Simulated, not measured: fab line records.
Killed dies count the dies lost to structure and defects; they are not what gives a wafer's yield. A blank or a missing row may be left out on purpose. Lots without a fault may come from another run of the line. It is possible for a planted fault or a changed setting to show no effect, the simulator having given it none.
fab line records | flow n5Finfet
record lots=24 wafers=72 lastDay=18
route steps=1938 shown MOL_CONTACT_COAG@613 BEOL_M0_SAQP@633
lots that met no fault: taken from a fault-free run of the same line
startH: the number of hours between the record's first day and the start of the first shown wafer of the lot | waitH: how many hours have passed since the lot's step before this one | " the same as in the row above | L1.1+2: several wafers, shown together as one row | - value missing, or start not given | * or withheld: withheld | < > ~ a bound
route shown NAME@n: NAME is a module with steps in the file, n the number in the route of the first one | usual: mean/standard deviation taken from wafers without a fault | same: alike in all rows | chamber/n: place in a boat | sites: readings site by site | _std_site: the values' standard deviation | _edge_site: the outer-site mean with the inner-site mean subtracted | radiusMm: for every site, how far away it sits from the centre of the wafer | mask NAME#n: copy n | behind: the tool/chamber that last shaped the wafer | hold: why the lot was held/for how many hours/how that ended | device: the transistor (n, p or np) that didn't switch | end of line: the tests these same wafers got at the end of their route | a step given without rows: its recipe and nothing more | killed: at the first sort, the dies lost to defects and structure; wafer yield is something else | map: a wafer's dies, marking killed ones x, the rest . and places with no die _
set.NAME: setting as actually run; set.NAME@STEP: the setting as run at that earlier step | model.NAME: the simulator's own value behind a step, which no gauge read
the route's steps for a sample of lots (tables are steps, rows are wafers)
services: from which hour (startH, from the record's first day; less than 0 if before it) a tool's chamber was out of use, for how many hours, and why
## steps
# step N5_MOL_CONTACT_COAG_ETCHBACK_136
# recipe chemistry=CHF3 target=SiO2 targetDepthA=250 timeS=16.7 ionEnergyEv=200 pressureMtorr=30 sourceW=610 biasW=170 Ar_flow_sccm=200 CHF3_flow_sccm=50
# usual drypumpMotorCurrentA=5.8/0.48 oesProductAu=0.77/0.085 rfVppV=524/6.4 showerheadPlenumPTorr=2.45/0.04 throttleValvePct=18.67/0.21
# columns lot.wafer tool chamber startH waitH drypumpMotorCurrentA oesProductAu rfHoursCounterH rfVppV showerheadPlenumPTorr throttleValvePct
L075.1 rieDiel-03 2 111.95 0.0 5.3 0.71 195 529 2.48 18.58
L075.3 " 1 " " 5.3 0.93 14 521 2.44 18.65
L075.6 " 2 " " 5.3 0.71 - 530 2.48 18.57
L074.4 rieDiel-01 1 115.82 0.0 5.7 0.79 - 523 2.49 18.52
L074.5 " 3 " " 6.3 0.74 - 531 2.46 18.69
L074.6 " 0 " " 6.4 0.75 - 525 2.49 18.65
L076.3 rieDiel-05 3 118.95 0.0 5.7 0.68 222 533 2.36 19.12
L076.4 " 1 " " 5.1 0.77 120 509 2.37 18.26
L076.6 " 3 " " 5.7 0.68 - 533 2.36 19.13
L077.1 rieDiel-01 2 127.98 0.0 5.2 0.68 240 525 2.45 19.24
L077.2 " 0 " " 6.3 0.74 162 524 2.49 18.65
L077.6 " 2 " " 5.2 0.68 - 527 2.45 19.25
L078.3 rieDiel-01 3 128.72 0.0 6.3 0.76 188 533 2.46 18.70
L078.4 " 0 " " 6.4 0.76 162 524 2.49 18.65
L078.5 " 2 " " 5.2 0.69 - 526 2.45 19.23
L079.1 rieDiel-03 3 135.99 0.0 5.2 0.70 178 522 2.46 18.69
L079.4 " 3 " " 5.3 0.70 - 523 2.46 18.70
L079.5 " 1 " " 5.4 0.89 - 521 2.44 18.68
L080.2 rieDiel-05 0 139.06 0.0 6.5 0.73 188 524 2.46 18.49
L080.3 " 2 " " 5.9 0.70 232 526 2.43 18.91
L080.5 " 1 " " 5.1 0.77 - 510 2.37 18.26
L081.2 rieDiel-01 3 142.99 0.0 6.3 0.74 194 531 2.46 18.71
L081.3 " 2 " " 5.2 0.68 246 524 2.44 19.25
L081.6 " 3 " " 6.3 0.74 - 530 2.46 18.71
L082.1 rieDiel-01 3 151.20 0.0 6.3 0.73 197 531 2.46 18.72
L082.4 " 2 " " 5.2 0.67 249 526 2.44 19.25
L082.5 " 1 " " 5.7 0.79 - 523 2.49 18.55
L083.1 rieDiel-01 3 164.58 0.0 6.3 0.74 204 531 2.45 18.75
L083.3 " 0 " " 6.4 0.74 177 524 2.48 18.68
L083.4 " 0 " " 6.3 0.75 - 525 2.48 18.68
L084.1 rieDiel-01 3 168.10 0.0 6.3 0.73 206 530 2.45 18.75
L084.3 " 0 " " 6.4 0.74 179 525 2.48 18.68
L084.6 " 1 " " 5.7 0.78 - 522 2.48 18.56
L085.1 rieDiel-01 0 180.83 0.0 6.4 0.73 184 524 2.48 18.70
L085.4 " 2 " " 5.2 0.97 2 523 2.44 18.80
L085.5 " 0 " " 6.4 0.74 - 522 2.48 18.68
L086.3 rieDiel-01 1 187.66 0.0 5.7 0.77 112 522 2.48 18.56
L086.5 " 1 " " 5.7 0.77 - 520 2.48 18.56
L086.6 " 2 " " 5.2 0.96 - 522 2.44 18.82
L087.1 rieDiel-03 1 187.82 0.0 5.4 0.86 42 522 2.43 18.69
L087.3 " 2 " " 5.3 0.68 228 531 2.47 18.64
L087.5 " 2 " " 5.3 0.69 - 530 2.47 18.65
L088.2 rieDiel-01 0 189.99 0.0 6.4 0.73 187 523 2.48 18.69
L088.3 " 1 " " 5.7 0.77 113 520 2.48 18.57
L088.4 " 3 " " 6.3 0.73 214 532 2.45 18.76
L089.2 rieDiel-05 1 195.64 0.0 5.1 0.76 144 509 2.36 18.29
L089.3 " 2 " " 5.9 0.68 248 525 2.43 18.91
L089.4 " 3 " " 5.7 0.67 245 532 2.35 19.15
L090.1 rieDiel-01 2 202.42 0.0 5.2 0.94 10 523 2.44 18.82
L090.3 " 1 " " 5.7 0.77 118 521 2.48 18.57
L090.4 " 0 " " 6.4 0.72 192 524 2.48 18.69
L091.3 rieDiel-03 3 202.71 0.0 5.2 0.69 206 523 2.45 18.74
L091.4 " 2 " " 5.3 0.68 232 528 2.46 18.64
L091.5 " 0 " " 5.8 0.88 - 538 2.53 18.61
L092.4 rieDiel-05 2 216.75 0.0 5.9 0.98 - 525 2.43 18.51
L092.5 " 0 " " 6.4 0.70 - 522 2.45 18.54
L092.6 " 1 " " 5.1 0.75 - 509 2.36 18.29
L093.1 rieDiel-05 0 219.32 0.0 6.4 0.70 215 522 2.45 18.53
L093.4 " 1 " " 5.1 0.75 - 510 2.36 18.32
L093.5 " 0 " " 6.4 0.71 - 522 2.45 18.54
L094.1 rieDiel-05 1 224.15 0.0 5.1 0.75 156 509 2.36 18.30
L094.2 " 0 " " 6.4 0.69 217 522 2.45 18.54
L094.4 " 2 " " 5.9 0.96 - 525 2.43 18.53
L095.2 rieDiel-03 3 227.83 0.0 5.3 0.67 215 523 2.45 18.76
L095.3 " 0 " " 5.9 0.86 48 538 2.52 18.64
L095.6 " 1 " " 5.3 0.84 - 521 2.42 18.72
L096.3 rieDiel-05 3 237.02 0.0 5.7 0.99 0 533 2.35 18.73
L096.4 " 1 " " 5.1 0.74 160 510 2.36 18.32
L096.5 " 1 " " 5.1 0.75 - 509 2.36 18.32
L097.2 rieDiel-01 1 240.40 0.0 5.7 0.76 133 520 2.47 18.60
L097.3 " 2 " " 5.2 0.90 24 523 2.43 18.85
L097.5 " 1 " " 5.7 0.75 - 520 2.47 18.61
# step N5_BEOL_M0_SAQP_ILD_DEP_01
# recipe material=SiOC targetThkA=454.19 tempC=350 precursor=DEMS/O2 pressureTorr=5 rfW=500 timeS=8.7
# usual chamberPressureTorr=5.001/0.011 heaterPowerW=495/76 showerheadPlenumPTorr=5.697/0.017 throttleValvePct=12.1/0.79
# columns lot.wafer tool chamber startH waitH chamberPressureTorr heaterPowerW showerheadPlenumPTorr sinceWetCleanH throttleValvePct
L075.1 pecvd-01 0 116.54 0.0 5.000 469 5.700 820 11.5
L075.3 " 1 " " 4.996 686 5.735 1545 12.9
L075.6 " 0 " " 4.995 477 5.716 - 11.2
L074.4 pecvd-01 0 120.46 0.0 4.991 469 5.700 - 11.4
L074.5 " 1 " " 4.998 563 5.719 - 13.0
L074.6 " 2 " " 4.980 573 5.657 - 11.1
L076.3 pecvd-01 0 123.49 0.0 4.987 503 5.687 827 11.5
L076.4 " 0 " " 5.010 507 5.703 - 11.5
L076.6 " 2 " " 5.009 526 5.676 - 11.1
L077.1 pecvd-03 0 132.55 0.0 5.023 349 5.685 1018 11.8
L077.2 " 1 " " 5.005 590 5.699 1743 13.2
L077.6 " 2 " " 5.010 495 5.686 - 11.2
L078.3 pecvd-02 2 135.55 0.0 4.988 470 5.685 124 11.3
L078.4 " 1 " " 4.995 487 5.678 - 12.7
L078.5 " 0 " " 4.997 451 5.715 - 12.5
L079.1 pecvd-02 2 140.57 0.0 4.999 429 5.705 129 11.5
L079.4 " 1 " " 5.004 448 5.694 - 13.1
L079.5 " 0 " " 4.988 444 5.717 - 12.7
L080.2 pecvd-01 0 143.61 0.0 5.004 453 5.709 847 11.7
L080.3 " 1 " " 5.014 578 5.729 1572 12.6
L080.5 " 0 " " 5.021 454 5.690 - 11.5
L081.2 pecvd-02 2 147.53 0.0 5.025 434 5.680 136 11.3
L081.3 " 0 " " 4.991 438 5.717 1214 12.5
L081.6 " 2 " " 5.004 433 5.684 - 11.0
L082.1 pecvd-02 2 155.75 0.0 5.002 491 5.696 144 11.2
L082.4 " 2 " " 4.983 489 5.706 - 11.3
L082.5 " 1 " " 5.011 396 5.684 - 13.1
L083.1 pecvd-02 0 169.34 0.0 5.001 525 5.724 1236 12.3
L083.3 " 0 " " 5.002 510 5.719 - 12.6
L083.4 " 2 " " 4.976 515 5.695 - 11.0
L084.1 pecvd-03 2 172.68 0.0 5.009 496 5.682 304 11.0
L084.3 " 0 " " 4.999 390 5.672 1058 12.1
L084.6 " 2 " " 4.997 505 5.692 - 11.2
L085.1 pecvd-01 2 185.39 0.0 5.013 564 5.685 135 11.3
L085.4 " 2 " " 5.007 568 5.666 - 11.2
L085.5 " 1 " " 5.007 660 5.724 - 13.0
L086.3 pecvd-03 1 192.20 0.0 4.992 542 5.716 1802 13.4
L086.5 " 0 " " 4.983 341 5.721 - 12.2
L086.6 " 2 " " 5.006 488 5.692 - 11.4
L087.1 pecvd-03 2 195.20 0.0 5.001 491 5.683 326 11.4
L087.3 " 1 " " 5.001 481 5.693 1805 13.3
L087.5 " 2 " " 5.017 504 5.673 - 11.3
L088.2 pecvd-02 1 195.21 0.0 4.991 461 5.684 1987 13.2
L088.3 " 0 " " 5.001 488 5.719 - 12.5
L088.4 " 1 " " 4.996 469 5.692 - 13.2
L089.2 pecvd-01 1 200.21 0.0 5.006 675 5.720 1629 12.8
L089.3 " 2 " " 5.001 556 5.673 150 11.3
L089.4 " 1 " " 5.010 673 5.719 - 13.0
L090.1 pecvd-01 1 207.03 0.0 5.011 656 5.736 1636 12.7
L090.3 " 2 " " 5.008 492 5.674 157 11.2
L090.4 " 0 " " 5.002 440 5.690 - 11.3
L091.3 pecvd-01 2 209.98 0.0 4.984 505 5.680 160 11.3
L091.4 " 0 " " 5.011 413 5.707 - 11.3
L091.5 " 1 " " 5.002 614 5.718 - 12.8
L093.1 pecvd-02 0 246.93 0.0 5.013 481 5.710 1313 12.4
L093.4 " 0 " " 5.003 490 5.715 - 12.5
L093.5 " 2 " " 5.013 470 5.692 - 11.5
L092.4 pecvd-03 1 246.95 0.0 5.007 557 5.698 - 13.5
L092.5 " 2 " " 5.002 417 5.673 - 11.2
L092.6 " 0 " " 5.001 415 5.695 - 12.2
L094.1 pecvd-01 1 247.23 0.0 4.980 640 5.721 1676 13.0
L094.2 " 0 " " 4.999 467 5.697 951 11.7
L094.4 " 2 " " 5.013 562 5.677 - 11.2
L095.2 pecvd-03 2 247.23 0.0 5.002 434 5.677 378 11.0
L095.3 " 1 " " 5.001 508 5.693 1857 13.3
L095.6 " 2 " " 5.009 426 5.683 - 11.5
L096.3 pecvd-02 1 247.53 0.0 4.999 459 5.700 2039 13.0
L096.4 " 2 " " 5.020 538 5.668 - 11.6
L096.5 " 1 " " 4.998 465 5.695 - 13.0
L097.2 pecvd-03 0 247.53 0.0 4.989 346 5.699 1133 12.1
L097.3 " 2 " " 4.997 451 5.686 379 11.4
L097.5 " 1 " " 5.017 589 5.714 - 13.4
# step N5_BEOL_M0_SAQP_HM_DEP_111
# recipe material=SiO2 targetThkA=120 tempC=400 precursor=SiH4/N2O pressureTorr=0.75 rfW=275 timeS=7.2
# usual chamberPressureTorr=0.7502/0.0016 heaterPowerW=782/110 showerheadPlenumPTorr=8.16/0.13
# columns lot.wafer tool chamber startH waitH chamberPressureTorr heaterPowerW showerheadPlenumPTorr sinceWetCleanH
L075.1 pecvd-01 2 117.62 0.0 0.7530 801 7.94 68
L075.3 " 1 " " 0.7515 1002 8.46 1547
L075.6 " 0 " " 0.7508 739 8.18 -
L074.4 pecvd-03 0 122.76 0.1 0.7507 641 8.17 -
L074.5 " 0 " " 0.7489 628 8.13 -
L074.6 " 2 " " 0.7510 769 8.00 -
L076.3 pecvd-03 0 123.92 0.0 0.7500 675 8.16 1009
L076.4 " 2 " " 0.7502 679 8.02 -
L076.6 " 0 " " 0.7502 685 8.15 -
L077.1 pecvd-03 2 133.40 0.0 0.7529 771 8.01 265
L077.2 " 1 " " 0.7495 806 8.22 1744
L077.6 " 0 " " 0.7497 587 8.16 -
L078.3 pecvd-03 1 137.12 0.0 0.7520 912 8.22 1747
L078.4 " 1 " " 0.7532 921 8.23 -
L078.5 " 2 " " 0.7507 848 8.02 -
L079.1 pecvd-02 0 141.09 0.0 0.7498 775 8.35 1207
L079.4 " 0 " " 0.7487 755 8.35 -
L079.5 " 1 " " 0.7496 730 8.09 -
L080.2 pecvd-02 0 145.20 0.0 0.7506 710 8.33 1212
L080.3 " 1 " " 0.7513 688 8.09 1937
L080.5 " 1 " " 0.7481 662 8.04 -
L081.2 pecvd-03 2 148.00 0.0 0.7497 752 8.03 279
L081.3 " 1 " " 0.7493 933 8.24 1758
L081.6 " 0 " " 0.7475 644 8.15 -
L082.1 pecvd-03 2 158.16 0.0 0.7503 842 8.02 289
L082.4 " 2 " " 0.7520 823 8.03 -
L082.5 " 0 " " 0.7520 688 8.14 -
L083.1 pecvd-02 2 170.47 0.0 0.7517 804 8.13 159
L083.3 " 0 " " 0.7506 786 8.36 -
L083.4 " 2 " " 0.7487 784 8.12 -
L084.1 pecvd-03 2 175.23 0.0 0.7505 714 8.03 306
L084.3 " 1 " " 0.7480 893 8.22 1785
L084.6 " 2 " " 0.7499 721 8.03 -
L085.1 pecvd-03 1 187.50 0.0 0.7487 814 8.22 1798
L085.4 " 2 " " 0.7535 769 8.02 -
L085.5 " 1 " " 0.7489 782 8.22 -
L086.3 pecvd-02 1 193.22 0.1 0.7476 714 8.10 -
L086.5 " 0 " " 0.7468 807 8.35 -
L086.6 " 1 " " 0.7503 718 8.08 -
L087.1 pecvd-03 1 196.54 0.0 0.7502 887 8.21 1807
L087.3 " 0 " " 0.7490 558 8.16 1082
L087.5 " 2 " " 0.7517 806 8.00 -
L088.2 pecvd-01 1 196.65 0.0 0.7508 1018 8.47 1626
L088.3 " 0 " " 0.7503 768 8.16 901
L088.4 " 0 " " 0.7483 789 8.16 -
L089.2 pecvd-03 2 202.47 0.0 0.7494 720 8.01 334
L089.3 " 1 " " 0.7491 909 8.22 1813
L089.4 " 1 " " 0.7516 911 8.20 -
L090.1 pecvd-02 0 208.64 0.0 0.7505 802 8.34 1275
L090.3 " 1 " " 0.7507 711 8.08 2000
L090.4 " 1 " " 0.7503 727 8.09 -
L091.3 pecvd-03 2 210.56 0.0 0.7498 708 8.02 342
L091.4 " 2 " " 0.7478 731 8.01 -
L091.5 " 0 " " 0.7476 600 8.17 -
L093.1 pecvd-01 1 248.20 0.0 0.7501 1094 8.47 1677
L093.4 " 0 " " 0.7500 678 8.19 -
L093.5 " 1 " " 0.7520 1068 8.45 -
L092.4 pecvd-01 2 248.33 0.1 0.7473 909 7.94 -
L092.5 " 1 " " 0.7526 1059 8.48 -
L092.6 " 0 " " 0.7495 718 8.16 -
L094.1 pecvd-02 1 248.41 0.0 0.7510 736 8.11 2040
L094.2 " 2 " " 0.7485 798 8.13 236
L094.4 " 2 " " 0.7471 805 8.13 -
L095.2 pecvd-01 0 248.50 0.0 0.7523 741 8.18 952
L095.3 " 2 " " 0.7498 828 7.92 198
L095.6 " 0 " " 0.7489 737 8.17 -
L097.2 pecvd-03 1 249.25 0.0 0.7510 791 8.21 1859
L097.3 " 0 " " 0.7519 682 8.14 1134
L097.5 " 1 " " 0.7500 794 8.21 -
L096.3 pecvd-03 2 249.41 0.0 0.7511 691 8.00 381
L096.4 " 2 " " 0.7520 682 8.01 -
L096.5 " 0 " " 0.7531 641 8.16 -
# step N5_BEOL_M0_SAQP_INSPECT_16
# recipe mode=adi inspectInstrument=brightfield
# usual rawDefectCount=507/130
# columns lot.wafer tool chamber startH waitH rawDefectCount
L075.1 defectInspect-02 - 118.12 0.0 652
L075.3 " - " " 519
L075.6 " - " " 704
L074.4 defectInspect-02 - 123.27 0.0 331
L074.5 " - " " 448
L074.6 " - " " 375
L076.3 defectInspect-02 - 124.43 0.0 578
L076.4 " - " " 597
L076.6 " - " " 546
L077.1 defectInspect-01 - 133.90 0.0 466
L077.2 " - " " 434
L077.6 " - " " 520
L078.3 defectInspect-01 - 137.62 0.0 413
L078.4 " - " " 457
L078.5 " - " " 444
L079.1 defectInspect-02 - 141.59 0.0 402
L079.4 " - " " 457
L079.5 " - " " 295
L080.2 defectInspect-02 - 145.58 0.0 610
L080.3 " - " " 636
L080.5 " - " " 585
L081.2 defectInspect-01 - 148.50 0.0 596
L081.3 " - " " 316
L081.6 " - " " 527
L082.1 defectInspect-02 - 158.66 0.0 503
L082.4 " - " " 516
L082.5 " - " " 645
L083.1 defectInspect-01 - 170.87 0.0 668
L083.3 " - " " 537
L083.4 " - " " 464
L084.1 defectInspect-02 - 175.73 0.0 643
L084.3 " - " " 520
L084.6 " - " " 428
L085.1 defectInspect-02 - 188.00 0.0 414
L085.4 " - " " 426
L085.5 " - " " 390
L086.3 defectInspect-01 - 193.73 0.0 441
L086.5 " - " " 546
L086.6 " - " " 592
L087.1 defectInspect-01 - 196.91 0.0 312
L087.3 " - " " 306
L087.5 " - " " 367
L088.2 defectInspect-01 - 197.15 0.0 886
L088.3 " - " " 673
L088.4 " - " " 669
L089.2 defectInspect-01 - 202.99 0.0 677
L089.3 " - " " 566
L089.4 " - " " 490
L090.1 defectInspect-02 - 209.14 0.0 487
L090.3 " - " " 434
L090.4 " - " " 655
L091.3 defectInspect-02 - 211.06 0.0 438
L091.4 " - " " 533
L091.5 " - " " 398
L093.1 defectInspect-01 - 248.58 0.0 433
L093.4 " - " " 305
L093.5 " - " " 400
L092.4 defectInspect-02 - 248.80 0.0 396
L092.5 " - " " 689
L092.6 " - " " 837
L094.1 defectInspect-01 - 248.97 0.0 428
L094.2 " - " " 552
L094.4 " - " " 574
L095.2 defectInspect-02 - 249.13 0.0 738
L095.3 " - " " 654
L095.6 " - " " 554
L097.2 defectInspect-01 - 249.75 0.0 490
L097.3 " - " " 821
L097.5 " - " " 674
L096.3 defectInspect-02 - 249.92 0.0 274
L096.4 " - " " 450
L096.5 " - " " 346
# step N5_BEOL_M0_SAQP_RECESS_114
# recipe chemistry=HF/NH3 target=SiO2 targetDepthA=144 afsCycles=3 tempC=30 sublimationTempC=180 sublimationTimeS=60
# usual drypumpMotorCurrentA=5.5/0.47
# same afsCycles=3 sublimationTimeS=60
# columns lot.wafer tool chamber startH waitH drypumpMotorCurrentA
L075.1 vaporEtch-02 0 118.66 0.0 5.0
L075.3 " 0 " " 5.1
L075.6 " 1 " " 5.6
L074.4 vaporEtch-01 1 123.94 0.1 6.2
L074.5 " 0 " " 5.2
L074.6 " 1 " " 6.3
L076.3 vaporEtch-01 0 125.08 0.1 5.2
L076.4 " 1 " " 6.3
L076.6 " 0 " " 5.2
L077.1 vaporEtch-02 0 134.64 0.0 5.0
L077.2 " 1 " " 5.6
L077.6 " 1 " " 5.7
L078.3 vaporEtch-01 1 138.48 0.1 6.3
L078.4 " 0 " " 5.2
L078.5 " 1 " " 6.3
L079.1 vaporEtch-02 1 142.12 0.0 5.6
L079.4 " 1 " " 5.6
L079.5 " 1 " " 5.6
L080.2 vaporEtch-01 1 146.21 0.0 6.3
L080.3 " 0 " " 5.2
L080.5 " 1 " " 6.3
L081.2 vaporEtch-02 0 149.20 0.0 5.1
L081.3 " 1 " " 5.6
L081.6 " 1 " " 5.6
L082.1 vaporEtch-02 1 159.20 0.0 5.7
L082.4 " 0 " " 5.0
L082.5 " 0 " " 5.0
L083.1 vaporEtch-02 1 171.41 0.0 5.6
L083.3 " 1 " " 5.6
L083.4 " 0 " " 5.1
L084.1 vaporEtch-01 1 176.40 0.0 6.2
L084.3 " 0 " " 5.2
L084.6 " 0 " " 5.2
L085.1 vaporEtch-02 1 188.54 0.0 5.6
L085.4 " 0 " " 5.1
L085.5 " 1 " " 5.7
L086.3 vaporEtch-01 0 194.39 0.1 5.2
L086.5 " 0 " " 5.2
L086.6 " 1 " " 6.3
L087.1 vaporEtch-02 0 197.48 0.0 5.1
L087.3 " 0 " " 5.0
L087.5 " 1 " " 5.6
L088.2 vaporEtch-01 0 197.73 0.0 5.2
L088.3 " 1 " " 6.3
L088.4 " 0 " " 5.2
L089.2 vaporEtch-02 1 204.07 0.1 5.6
L089.3 " 0 " " 5.0
L089.4 " 1 " " 5.6
L090.1 vaporEtch-02 1 209.73 0.0 5.6
L090.3 " 1 " " 5.7
L090.4 " 0 " " 5.0
L091.3 vaporEtch-01 1 211.72 0.2 6.3
L091.4 " 0 " " 5.2
L091.5 " 0 " " 5.2
L093.1 vaporEtch-01 1 249.38 0.0 6.2
L093.4 " 0 " " 5.2
L093.5 " 0 " " 5.2
L092.4 vaporEtch-02 1 249.54 0.1 5.7
L092.5 " 0 " " 5.0
L092.6 " 1 " " 5.7
L094.1 vaporEtch-02 0 249.99 0.0 5.1
L094.2 " 1 " " 5.7
L094.4 " 1 " " 5.6
L095.2 vaporEtch-01 0 250.11 0.0 5.2
L095.3 " 0 " " 5.2
L095.6 " 0 " " 5.2
L097.2 vaporEtch-02 0 250.35 0.1 5.1
L097.3 " 1 " " 5.6
L097.5 " 0 " " 5.0
L096.3 vaporEtch-01 1 250.65 0.2 6.3
L096.4 " 0 " " 5.2
L096.5 " 1 " " 6.3
# step N5_BEOL_M0_SAQP_RECESS_109
# recipe chemistry=HF/NH3 target=SiO2 targetDepthA=30 afsCycles=1 tempC=30 sublimationTempC=180 sublimationTimeS=60
# usual drypumpMotorCurrentA=5.6/0.5
# same afsCycles=1 sublimationTimeS=60
# columns lot.wafer tool chamber startH waitH drypumpMotorCurrentA
L075.1 vaporEtch-01 0 120.58 0.0 5.2
L075.3 " 0 " " 5.2
L075.6 " 1 " " 6.3
L074.4 vaporEtch-01 1 126.54 0.1 6.3
L074.5 " 1 " " 6.3
L074.6 " 0 " " 5.2
L076.3 vaporEtch-02 0 126.95 0.1 5.1
L076.4 " 1 " " 5.7
L076.6 " 0 " " 5.1
L077.1 vaporEtch-01 1 136.92 0.0 6.3
L077.2 " 0 " " 5.2
L077.6 " 0 " " 5.2
L078.3 vaporEtch-01 1 140.49 0.1 6.3
L078.4 " 0 " " 5.2
L078.5 " 0 " " 5.2
L079.1 vaporEtch-02 0 144.40 0.0 5.0
L079.4 " 1 " " 5.6
L079.5 " 1 " " 5.6
L080.2 vaporEtch-01 1 149.12 0.0 6.3
L080.3 " 1 " " 6.3
L080.5 " 0 " " 5.2
L081.2 vaporEtch-01 1 151.80 0.0 6.3
L081.3 " 1 " " 6.3
L081.6 " 0 " " 5.2
L082.1 vaporEtch-01 1 161.40 0.0 6.3
L082.4 " 1 " " 6.3
L082.5 " 0 " " 5.2
L083.1 vaporEtch-01 0 173.34 0.0 5.2
L083.3 " 1 " " 6.2
L083.4 " 0 " " 5.2
L084.1 vaporEtch-02 0 178.40 0.0 5.1
L084.3 " 0 " " 5.1
L084.6 " 0 " " 5.0
L085.1 vaporEtch-02 1 190.48 0.0 5.6
L085.4 " 0 " " 5.1
L085.5 " 1 " " 5.6
L086.3 vaporEtch-02 0 196.28 0.1 5.0
L086.5 " 1 " " 5.6
L086.6 " 0 " " 5.1
L087.1 vaporEtch-01 0 200.52 0.0 5.2
L087.3 " 0 " " 5.2
L087.5 " 0 " " 5.2
L088.2 vaporEtch-02 1 201.11 0.0 5.7
L088.3 " 0 " " 5.0
L088.4 " 1 " " 5.7
L089.2 vaporEtch-01 1 206.01 0.0 6.3
L089.3 " 1 " " 6.3
L089.4 " 0 " " 5.2
L090.1 vaporEtch-01 1 214.13 0.2 6.3
L090.3 " 0 " " 5.2
L090.4 " 1 " " 6.3
L091.3 vaporEtch-01 1 214.42 0.1 6.3
L091.4 " 0 " " 5.2
L091.5 " 0 " " 5.2
L093.1 vaporEtch-02 1 251.43 0.2 5.7
L093.4 " 1 " " 5.7
L093.5 " 0 " " 5.0
L092.4 vaporEtch-02 1 251.95 0.5 5.6
L092.5 " 0 " " 5.0
L092.6 " 1 " " 5.6
L094.1 vaporEtch-02 0 252.39 0.3 5.0
L094.2 " 1 " " 5.6
L094.4 " 0 " " 5.1
L095.2 vaporEtch-02 0 252.87 0.3 5.1
L095.3 " 0 " " 5.1
L095.6 " 0 " " 5.1
L097.2 vaporEtch-01 1 253.20 0.1 6.3
L097.3 " 1 " " 6.3
L097.5 " 0 " " 5.2
L096.3 vaporEtch-01 0 253.59 0.1 5.2
L096.4 " 1 " " 6.3
L096.5 " 0 " " 5.2
## services
# columns tool chamber startH hours kind
rieDiel-05 1 96.03 9.1 repair
pecvd-02 2 103.90 5.5 scheduledDown
rieDiel-01 2 108.98 7.7 repair
pecvd-02 2 112.56 5.0 scheduledDown
pecvd-03 1 121.03 2.1 scheduledDown
rieDiel-03 0 131.31 33.0 repair
rieDiel-03 1 139.08 7.7 repair
rieDiel-01 2 153.55 - clean
rieDiel-01 2 153.55 - consumableReplace:esc
rieDiel-01 2 153.55 - consumableReplace:focusRing
rieDiel-01 2 153.55 23.5 scheduledDown
rieDiel-01 2 153.55 23.5 ventCycle
rieDiel-05 - 156.32 4.3 pm
pecvd-03 0 159.78 2.1 scheduledDown
pecvd-02 1 165.01 5.5 scheduledDown
rieDiel-01 1 182.08 1.6 repair
pecvd-02 2 183.09 2.1 scheduledDown
pecvd-02 2 186.39 16.3 repair
pecvd-01 - 192.75 2.8 pm
rieDiel-05 2 202.05 - clean
pecvd-01 - 214.89 2.5 repair
rieDiel-05 - 228.13 0.4 repair
rieDiel-01 3 235.05 61.9 repair
pecvd-03 - 252.74 1.0 repair
## key
fault none
